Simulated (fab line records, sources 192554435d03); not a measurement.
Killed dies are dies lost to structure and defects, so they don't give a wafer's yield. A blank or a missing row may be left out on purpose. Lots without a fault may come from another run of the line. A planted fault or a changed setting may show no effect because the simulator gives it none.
Which tool did it? | flow n5_finfet | 6 lots, 18 wafers sampled, at 6 steps of a route of 1938

WHAT THE GAUGES READ, wafer by wafer
N5_BEOL_M4_RC_MEAS_101. Usual: DIBL_N 36.3 mV/V, standard deviation 1.4; DIBL_P 35.7 mV/V, standard deviation 1.5; IOFF_N 0.155 nA/um, standard deviation 0.022; IOFF_P 0.204 nA/um, standard deviation 0.027; ION_N 671 uA/um, standard deviation 9; ION_P 459 uA/um, standard deviation 6.2; SS_N 71.5 mV/dec, standard deviation 0.54; SS_P 73.1 mV/dec, standard deviation 0.56; VT_N 250.2 mV, standard deviation 2.6; VT_P -251 mV, standard deviation 3.3.
lot  | measured     | on        | DIBL_N (mV/V)  | DIBL_P (mV/V)  | IOFF_N (nA/um)    | IOFF_P (nA/um)    | ION_N (uA/um) | ION_P (uA/um) | SS_N (mV/dec)  | SS_P (mV/dec)  | VT_N (mV)         | VT_P (mV)      | flag
L125 | day 8 21:08  | prober-02 | 35.0 36.4 38.2 | 34.9 36.8 38.8 | 0.137 0.176 0.212 | 0.171 0.195 0.222 | 663 682 686   | 453 464 456   | 70.7 71.5 71.1 | 72.3 73.4 73.6 | 250.8 245.6 243.2 | -255 -254 -252 |
L126 | day 8 23:38  | prober-02 | 36.2 34.4 36.4 | 35.2 33.4 34.8 | 0.150 0.129 0.161 | 0.229 0.214 0.235 | 666 670 667   | 468 471 461   | 71.1 70.6 70.9 | 73.1 72.0 73.4 | 252.7 251.9 248.3 | -247 -250 -247 |
L139 | day 12 15:58 | prober-01 | 38.2 39.4 39.5 | 37.2 38.3 38.6 | 0.163 0.194 0.190 | 0.226 0.262 0.259 | 675 683 674   | 460 467 469   | 71.5 71.7 72.0 | 73.5 74.3 74.2 | 251.9 246.3 247.1 | -251 -248 -249 |
L141 | day 12 20:58 | prober-02 | 36.2 36.3 35.9 | 36.8 36.8 36.0 | 0.153 0.158 0.143 | 0.207 0.213 0.194 | 675 671 663   | 466 460 457   | 71.5 71.3 71.1 | 72.7 73.0 72.4 | 250.7 251.5 253.7 | -250 -249 -251 |
L142 | day 13 05:38 | prober-01 | 36.0 34.7 37.8 | 35.2 33.2 37.7 | 0.143 0.120 0.188 | 0.185 0.159 0.224 | 674 655 682   | 459 450 464   | 71.3 72.0 71.5 | 72.9 72.7 73.9 | 252.5 253.5 245.5 | -254 -254 -251 |
L144 | day 13 14:47 | prober-01 | 33.6 36.1 33.8 | 33.7 36.6 33.5 | 0.105 0.139 0.106 | 0.161 0.207 0.159 | 653 663 644   | 456 461 452   | 71.3 71.6 70.9 | 72.2 73.2 72.9 | 254.8 251.6 255.0 | -251 -251 -254 |

N5_BEOL_M15_RC_MEAS_101. Usual: COMB_M10 1.39e-11 S/m, standard deviation 2.6e-12; COMB_M10_max_site 2e-11 S/m, standard deviation 4e-12; COMB_M11 1.5e-11 S/m, standard deviation 3.3e-12; COMB_M12 6.8e-12 S/m, standard deviation 1.5e-12; COMB_M13 5.3e-12 S/m, standard deviation 1.2e-12; COMB_M14 3.9e-12 S/m, standard deviation 1.1e-12; COMB_M15 2.8e-12 S/m, standard deviation 8.1e-13; COMB_M5 3.7e-11 S/m, standard deviation 6.6e-12; COMB_M5_max_site 5.4e-11 S/m, standard deviation 1.1e-11; COMB_M6 2.6e-11 S/m, standard deviation 5.1e-12; COMB_M7 2.6e-11 S/m, standard deviation 5e-12; COMB_M8 2.5e-11 S/m, standard deviation 4.6e-12; COMB_M8_max_site 3.7e-11 S/m, standard deviation 7.8e-12; COMB_M9 1.5e-11 S/m, standard deviation 3.4e-12; COMB_M9_max_site 2.1e-11 S/m, standard deviation 5.7e-12; SERP_M10 3.10 ohm/um, standard deviation 0.072; SERP_M11 3.08 ohm/um, standard deviation 0.079; SERP_M11_max_site 3.17 ohm/um, standard deviation 0.086; SERP_M12 0.638 ohm/um, standard deviation 0.015; SERP_M13 0.309 ohm/um, standard deviation 0.007; SERP_M14 0.1620 ohm/um, standard deviation 0.003; SERP_M5 38.5 ohm/um, standard deviation 1.6; SERP_M5_max_site 39.9 ohm/um, standard deviation 1.6; SERP_M6 14.1 ohm/um, standard deviation 0.49; SERP_M6_max_site 14.7 ohm/um, standard deviation 0.54; SERP_M7 14.1 ohm/um, standard deviation 0.49; SERP_M8 14.0 ohm/um, standard deviation 0.46; SERP_M9 3.08 ohm/um, standard deviation 0.087.
lot  | measured     | on        | COMB_M10 (S/m)             | COMB_M10_max_site (S/m) | COMB_M11 (S/m)          | COMB_M12 (S/m)           | COMB_M13 (S/m)          | COMB_M14 (S/m)          | COMB_M15 (S/m)          | COMB_M5 (S/m)             | COMB_M5_max_site (S/m)    | COMB_M6 (S/m)           | COMB_M7 (S/m)           | COMB_M8 (S/m)           | COMB_M8_max_site (S/m)  | COMB_M9 (S/m)           | COMB_M9_max_site (S/m)  | SERP_M10 (ohm/um) | SERP_M11 (ohm/um) | SERP_M11_max_site (ohm/um) | SERP_M12 (ohm/um) | SERP_M13 (ohm/um) | SERP_M14 (ohm/um)    | SERP_M5 (ohm/um) | SERP_M5_max_site (ohm/um) | SERP_M6 (ohm/um) | SERP_M6_max_site (ohm/um) | SERP_M7 (ohm/um) | SERP_M8 (ohm/um) | SERP_M9 (ohm/um) | flag
L125 | day 12 21:53 | prober-02 | 1.81e-11 1.21e-11 9.7e-12  | 2.4e-11 1.9e-11 1.5e-11 | 9e-12 9e-12 1.3e-11     | 8.4e-12 9.1e-12 5.5e-12  | 7.1e-12 5.1e-12 6e-12   | 3.4e-12 3e-12 3.6e-12   | 2.3e-12 1.6e-12 1.4e-12 | 3.2e-11 4e-11 4.4e-11     | 3.9e-11 6.5e-11 5.5e-11   | 2.5e-11 2.2e-11 2e-11   | 3.1e-11 2.4e-11 2.6e-11 | 2.6e-11 2.6e-11 3e-11   | 3.7e-11 4.8e-11 3.8e-11 | 1.1e-11 1.2e-11 1.3e-11 | 1.5e-11 1.5e-11 1.9e-11 | 3.20 3.10 3.12    | 3.10 3.19 3.13    | 3.16 3.28 3.30             | 0.622 0.650 0.646 | 0.309 0.311 0.298 | 0.1664 0.1629 0.1616 | 38.9 38.6 38.5   | 39.5 39.9 40.5            | 14.8 14.2 14.5   | 15.4 15.2 15.1            | 13.8 13.4 14.2   | 14.2 13.9 13.7   | 3.16 3.19 3.20   |
L126 | day 12 21:34 | prober-01 | 1.38e-11 1.28e-11 1.33e-11 | 2e-11 2.2e-11 1.6e-11   | 1.6e-11 2.2e-11 1.7e-11 | 7.2e-12 8.2e-12 7.4e-12  | 7.1e-12 5.4e-12 6.5e-12 | 4.8e-12 4.5e-12 4e-12   | 3.8e-12 3.9e-12 4.3e-12 | 4e-11 4.1e-11 4.6e-11     | 6e-11 5.3e-11 5.6e-11     | 2.3e-11 2e-11 2.5e-11   | 3.5e-11 3.4e-11 3.6e-11 | 3e-11 2.3e-11 2.7e-11   | 4.1e-11 3.8e-11 3.2e-11 | 1.3e-11 1.3e-11 1.2e-11 | 1.4e-11 1.7e-11 1.5e-11 | 3.14 3.24 3.07    | 2.96 3.06 3.00    | 3.07 3.26 3.13             | 0.638 0.641 0.642 | 0.305 0.302 0.301 | 0.1603 0.1653 0.1667 | 38.9 37.5 38.6   | 40.5 39.0 40.7            | 14.4 14.2 14.6   | 14.9 14.5 15.2            | 13.8 13.9 13.8   | 14.0 15.2 13.7   | 3.06 3.04 3.07   |
L139 | day 16 08:58 | prober-02 | 1.48e-11 1.56e-11 1.06e-11 | 2.5e-11 2.3e-11 1.8e-11 | 1.4e-11 1.8e-11 1e-11   | 4.3e-12 5.4e-12 7.4e-12  | 4.5e-12 4.7e-12 4.7e-12 | 2.5e-12 3.8e-12 5.2e-12 | 1.1e-12 1.6e-12 1.7e-12 | 4.3e-11 2.9e-11 3e-11     | 6.8e-11 4.4e-11 4.1e-11   | 2.3e-11 1.9e-11 2.6e-11 | 3.2e-11 2e-11 3e-11     | 2.3e-11 2.7e-11 2.9e-11 | 2.8e-11 3.6e-11 3.6e-11 | 1.2e-11 1.2e-11 1.1e-11 | 1.6e-11 1.7e-11 1.6e-11 | 3.16 3.05 2.97    | 3.07 3.02 2.94    | 3.26 3.05 3.00             | 0.644 0.668 0.626 | 0.305 0.305 0.315 | 0.1600 0.1619 0.1660 | 40.5 41.0 41.4   | 41.6 42.9 42.5            | 14.8 14.5 14.4   | 15.8 15.1 15.1            | 14.5 14.4 14.4   | 14.1 13.3 13.9   | 3.18 2.89 3.05   |
L141 | day 17 01:17 | prober-01 | 1.19e-11 1.48e-11 1.73e-11 | 1.6e-11 2.9e-11 2.2e-11 | 2.3e-11 1.6e-11 2.1e-11 | 7.8e-12 1.08e-11 6.3e-12 | 5.7e-12 4.8e-12 5.4e-12 | 5.2e-12 4.9e-12 5.2e-12 | 4.1e-12 3.6e-12 4.2e-12 | 4.1e-11 5.33e-10 3.88e-10 | 6.1e-11 6.79e-10 7.25e-10 | 2.5e-11 2.9e-11 2.9e-11 | 1.9e-11 2.5e-11 3.2e-11 | 2.3e-11 2e-11 2.6e-11   | 3.3e-11 2.7e-11 3.5e-11 | 1.5e-11 1.5e-11 1.3e-11 | 3.3e-11 2.4e-11 1.7e-11 | 2.99 3.00 2.97    | 3.07 3.30 3.09    | 3.16 3.36 3.20             | 0.625 0.648 0.632 | 0.320 0.304 0.307 | 0.1605 0.1569 0.1603 | 38.9 32.9 33.5   | 41.0 35.1 35.7            | 14.2 13.9 13.7   | 15.1 14.6 14.2            | 13.1 13.5 13.0   | 13.1 13.7 14.0   | 3.04 3.19 2.94   | OFF
L142 | day 17 02:49 | prober-01 | 1.3e-11 1.64e-11 1.28e-11  | 1.9e-11 2.4e-11 1.5e-11 | 1.5e-11 2.2e-11 2e-11   | 7.2e-12 7e-12 6.9e-12    | 5.3e-12 6.7e-12 5.2e-12 | 4.6e-12 5e-12 4.1e-12   | 3.1e-12 3.5e-12 3.5e-12 | 3.7e-11 4.23e-10 5.54e-10 | 5.3e-11 7.26e-10 9.05e-10 | 3.2e-11 2.8e-11 2.6e-11 | 2.7e-11 2.3e-11 2.7e-11 | 2.9e-11 3.2e-11 3.3e-11 | 4.5e-11 4.1e-11 3.9e-11 | 1.3e-11 1.4e-11 1.4e-11 | 2.1e-11 1.8e-11 1.9e-11 | 3.08 2.97 3.07    | 3.07 2.96 3.00    | 3.11 3.03 3.13             | 0.642 0.618 0.625 | 0.317 0.310 0.305 | 0.1634 0.1612 0.1629 | 38.3 33.6 34.5   | 39.7 34.4 35.9            | 14.8 14.4 14.8   | 15.3 14.7 15.6            | 13.5 14.4 14.3   | 13.4 13.7 13.9   | 3.03 3.13 2.91   | OFF
L144 | day 17 04:58 | prober-02 | 1.45e-11 1.73e-11 9.4e-12  | 2.1e-11 2.2e-11 1.3e-11 | 1.3e-11 1.5e-11 1.7e-11 | 8.1e-12 7.1e-12 7.4e-12  | 7.9e-12 5.9e-12 4e-12   | 2.8e-12 2.6e-12 3.5e-12 | 2.5e-12 2.9e-12 2.3e-12 | 4.1e-11 3.5e-11 3.6e-11   | 8e-11 4.6e-11 5.2e-11     | 2.7e-11 2.4e-11 2.8e-11 | 1.9e-11 2.7e-11 2.2e-11 | 1.9e-11 2.5e-11 2.8e-11 | 2.8e-11 4.1e-11 3.2e-11 | 1.1e-11 1.4e-11 1.8e-11 | 2.1e-11 2e-11 2.3e-11   | 3.12 3.08 3.09    | 3.17 3.15 2.98    | 3.27 3.21 3.06             | 0.634 0.622 0.631 | 0.314 0.303 0.304 | 0.1609 0.1622 0.1625 | 36.1 37.7 39.8   | 37.0 38.8 40.8            | 15.0 13.6 14.0   | 15.3 14.0 15.2            | 13.3 14.2 13.6   | 13.7 13.8 13.6   | 3.03 2.94 2.97   |

WHICH TOOL RAN EACH LOT (tool, then ch and the chambers of the sampled wafers, then the start)
lot  | N5_BEOL_M5_VIA_ETCH_34             | N5_BEOL_M5_ALD_86                   | N5_BEOL_M5_SPUTTER_48        | N5_BEOL_M5_ANNEAL_84
L125 | rie_diel-04 ch 0,2, day 9 04:25    | ald_metal-04 ch 0,1,3, day 9 05:19  | pvd_sputter-02, day 9 05:47  | pvd_sputter-02, day 9 08:02
L126 | rie_diel-02 ch 0,3, day 9 04:59    | ald_metal-04 ch 0,1, day 9 05:59    | pvd_sputter-03, day 9 08:16  | pvd_sputter-03, day 9 10:31
L139 | rie_diel-02 ch 0,1,2, day 12 23:19 | ald_metal-03 ch 0,1,3, day 13 00:54 | pvd_sputter-02, day 13 01:36 | pvd_sputter-02, day 13 03:51
L141 | rie_diel-02 ch 0,1, day 13 02:25   | ald_metal-04 ch 1,2,3, day 13 04:49 | pvd_sputter-01, day 13 05:20 | pvd_sputter-01, day 13 07:35
L142 | rie_diel-02 ch 1,2, day 13 09:53   | ald_metal-04 ch 0,1,2, day 13 11:08 | pvd_sputter-01, day 13 11:44 | pvd_sputter-01, day 13 14:00
L144 | rie_diel-04 ch 1,3, day 13 18:38   | ald_metal-03 ch 1,2,3, day 13 20:08 | pvd_sputter-02, day 13 20:40 | pvd_sputter-02, day 13 22:55
- N5_BEOL_M5_VIA_ETCH_34: etches SiCOH lowk in C4F6/O2, target depth 88.3 nm, time 39.2 s.
- N5_BEOL_M5_ALD_86: deposits TaN, pulse time 2 s, purge time 3 s, co reactant purge time 2 s.
- N5_BEOL_M5_SPUTTER_48: material Cu, target thk 15 nm, time 27.62 s.
- N5_BEOL_M5_ANNEAL_84: time 1800 s.

WHAT THE TOOLS THEMSELVES READ (means of the sampled wafers that have a number; where no wafer has one, the mark that the record gives instead)
N5_BEOL_M5_VIA_ETCH_34. Usual: drypump_motor_current_A 5.86 A, standard deviation 0.26; mfc_ar_sccm 300.0 sccm, standard deviation 0.88; oes_product_au 0.78 a.u., standard deviation 0.09; rf_vpp_V 668 V, standard deviation 5; showerhead_plenum_p_Torr 2.87 Torr, standard deviation 0.087; throttle_valve_pct 20.97 %, standard deviation 0.28.
lot  | tool        | drypump_motor_current_A (A) | mfc_ar_sccm (sccm) | oes_product_au (a.u.) | rf_vpp_V (V) | showerhead_plenum_p_Torr (Torr) | throttle_valve_pct (%) | flag
L125 | rie_diel-04 | 5.84                        | 299.5              | 0.85                  | 670          | 2.83                            | 20.54                  |
L126 | rie_diel-02 | 5.92                        | 300.3              | 0.73                  | 665          | 2.87                            | 21.11                  |
L139 | rie_diel-02 | 5.76                        | 300.3              | 0.72                  | 665          | 2.79                            | 21.06                  |
L141 | rie_diel-02 | 5.96                        | 299.4              | 0.70                  | 668          | 2.81                            | 21.25                  |
L142 | rie_diel-02 | 5.51                        | 300.8              | 0.72                  | 663          | 2.75                            | 20.92                  |
L144 | rie_diel-04 | 6.00                        | 299.6              | 0.83                  | 665          | 2.94                            | 21.06                  |

N5_BEOL_M5_ALD_86. Usual: heater_power_w 427 W, standard deviation 40; susceptor_temp_C 275.01 C, standard deviation 0.16.
lot  | tool         | heater_power_w (W) | susceptor_temp_C (C) | flag
L125 | ald_metal-04 | 410                | 274.87               |
L126 | ald_metal-04 | 386                | 275.04               |
L139 | ald_metal-03 | 429                | 275.11               |
L141 | ald_metal-04 | 451                | 274.76               |
L142 | ald_metal-04 | 436                | 275.06               |
L144 | ald_metal-03 | 410                | 275.05               |

N5_BEOL_M5_SPUTTER_48. Usual: chamber_pressure_pa 0.07 Pa, standard deviation 0.00013; susceptor_temp_C -20.00 C, standard deviation 0.1; throttle_valve_pct 30.4 %, standard deviation 0.8.
lot  | tool           | chamber_pressure_pa (Pa) | susceptor_temp_C (C) | throttle_valve_pct (%) | flag
L125 | pvd_sputter-02 | 0.07                     | -19.94               | 30.1                   |
L126 | pvd_sputter-03 | 0.07                     | -20.17               | 31.0                   |
L139 | pvd_sputter-02 | 0.07                     | -20.04               | 29.9                   |
L141 | pvd_sputter-01 | 0.07                     | -19.98               | 29.9                   |
L142 | pvd_sputter-01 | 0.07                     | -19.96               | 30.2                   |
L144 | pvd_sputter-02 | 0.07                     | -19.98               | 29.8                   |

N5_BEOL_M5_ANNEAL_84. Usual: heater_power_w 867 W, standard deviation 95; susceptor_temp_C 400.01 C, standard deviation 0.2.
lot  | tool           | heater_power_w (W) | susceptor_temp_C (C) | flag
L125 | pvd_sputter-02 | 882                | 399.96               |
L126 | pvd_sputter-03 | 929                | 400.02               |
L139 | pvd_sputter-02 | 851                | 400.04               |
L141 | pvd_sputter-01 | 831                | 399.71               |
L142 | pvd_sputter-01 | 788                | 400.13               |
L144 | pvd_sputter-02 | 944                | 399.87               |

THE ANSWER, worked out from the rows above alone
Rule: a lot is off if the mean of its wafers that have a number lies more than 3 standard deviations from the usual mean. A lot without any number at a reading at which 4 lots or more have one is off too. The other lots that the step has rows for count as sound. The gauges are gone through in route order, then the tools' own readings, and for those a lot's mean is taken as printed above. The first step at which some lot is off is used, and at that step the reading that is off furthest; a lot without a number counts as furthest.
Off: L141, L142, at N5_BEOL_M15_RC_MEAS_101 (COMB_M5_max_site).
A tool fits if, at a process step before that reading, it ran every lot that is off, and no sound lot after the first of them. The gauges at N5_BEOL_M15_RC_MEAS_101 are tried like those tools. Can't be told from this: 4 tools fit, rie_diel-02 at N5_BEOL_M5_VIA_ETCH_34, ald_metal-04 at N5_BEOL_M5_ALD_86, pvd_sputter-01 at N5_BEOL_M5_SPUTTER_48 and N5_BEOL_M5_ANNEAL_84, prober-01 at N5_BEOL_M15_RC_MEAS_101.

WHAT THE SIMULATOR HAD PUT IN
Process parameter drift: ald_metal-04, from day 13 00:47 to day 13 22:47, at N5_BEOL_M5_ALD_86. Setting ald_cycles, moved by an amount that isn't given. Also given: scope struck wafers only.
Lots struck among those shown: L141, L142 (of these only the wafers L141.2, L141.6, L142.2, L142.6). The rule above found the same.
